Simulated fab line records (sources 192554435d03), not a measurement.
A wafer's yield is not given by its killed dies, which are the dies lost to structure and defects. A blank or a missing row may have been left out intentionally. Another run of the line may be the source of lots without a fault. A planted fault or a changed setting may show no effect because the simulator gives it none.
Chamber matching :: flow n5Finfet :: N5_BEOL_M4_STRIP_36 on rieDiel-02: 4 sister chambers
The step strips in N2/H2. 8 wafers are shown with their chamber, then 7 later ones without.

EACH WAFER AND ITS CHAMBER
wafer: L080.6
chamber: 1
drypumpMotorCurrentA (A): 6.0
showerheadPlenumPTorr (Torr): 2.61

wafer: L082.2
chamber: 1
drypumpMotorCurrentA (A): 6.0
showerheadPlenumPTorr (Torr): 2.61

wafer: L082.3
chamber: 0
drypumpMotorCurrentA (A): 5.7
showerheadPlenumPTorr (Torr): 2.46

wafer: L093.1
chamber: 3
drypumpMotorCurrentA (A): 5.8
showerheadPlenumPTorr (Torr): 2.54

wafer: L093.2
chamber: 2
drypumpMotorCurrentA (A): 5.4
showerheadPlenumPTorr (Torr): 2.67

wafer: L093.6
chamber: 2
drypumpMotorCurrentA (A): 5.3
showerheadPlenumPTorr (Torr): 2.67

wafer: L092.4
chamber: 0
drypumpMotorCurrentA (A): 5.7
showerheadPlenumPTorr (Torr): 2.45

wafer: L092.5
chamber: 3
drypumpMotorCurrentA (A): 5.8
showerheadPlenumPTorr (Torr): 2.54

WAFERS MISSING THEIR CHAMBER
wafer: L092.6
drypumpMotorCurrentA (A): 5.4
showerheadPlenumPTorr (Torr): 2.67

wafer: L094.1
drypumpMotorCurrentA (A): 5.7
showerheadPlenumPTorr (Torr): 2.45

wafer: L094.4
drypumpMotorCurrentA (A): 5.7
showerheadPlenumPTorr (Torr): 2.45

wafer: L094.5
drypumpMotorCurrentA (A): 5.8
showerheadPlenumPTorr (Torr): 2.54

wafer: L096.3
drypumpMotorCurrentA (A): 6.0
showerheadPlenumPTorr (Torr): 2.60

wafer: L096.4
drypumpMotorCurrentA (A): 5.8
showerheadPlenumPTorr (Torr): 2.54

wafer: L096.6
drypumpMotorCurrentA (A): 5.3
showerheadPlenumPTorr (Torr): 2.67

WHICH CHAMBER EACH WENT THROUGH
wafer: L092.6
from the rows above: 2
in truth: 2

wafer: L094.1
from the rows above: 0
in truth: 0

wafer: L094.4
from the rows above: 0
in truth: 0

wafer: L094.5
from the rows above: 3
in truth: 3

wafer: L096.3
from the rows above: 1
in truth: 1

wafer: L096.4
from the rows above: 3
in truth: 3

wafer: L096.6
from the rows above: 2
in truth: 2
Placed correctly: 7 of 7. Number that these rows cannot place: 0. 0 placed wrongly.
How it was worked out, from the rows above alone: a wafer's distance from a chamber is the root of the sum, over the readings, of the square of ((its reading less the chamber's mean) divided by the reading's scatter). If the next closest chamber is less than 2 further off than the closest, the wafer can't be placed; otherwise it belongs to the closest. A chamber's mean is the mean of its shown wafers. The scatter is the square root of a quotient: the sum, over the shown wafers, of each reading's squared deviation from its chamber's mean, divided by wafers minus chambers.
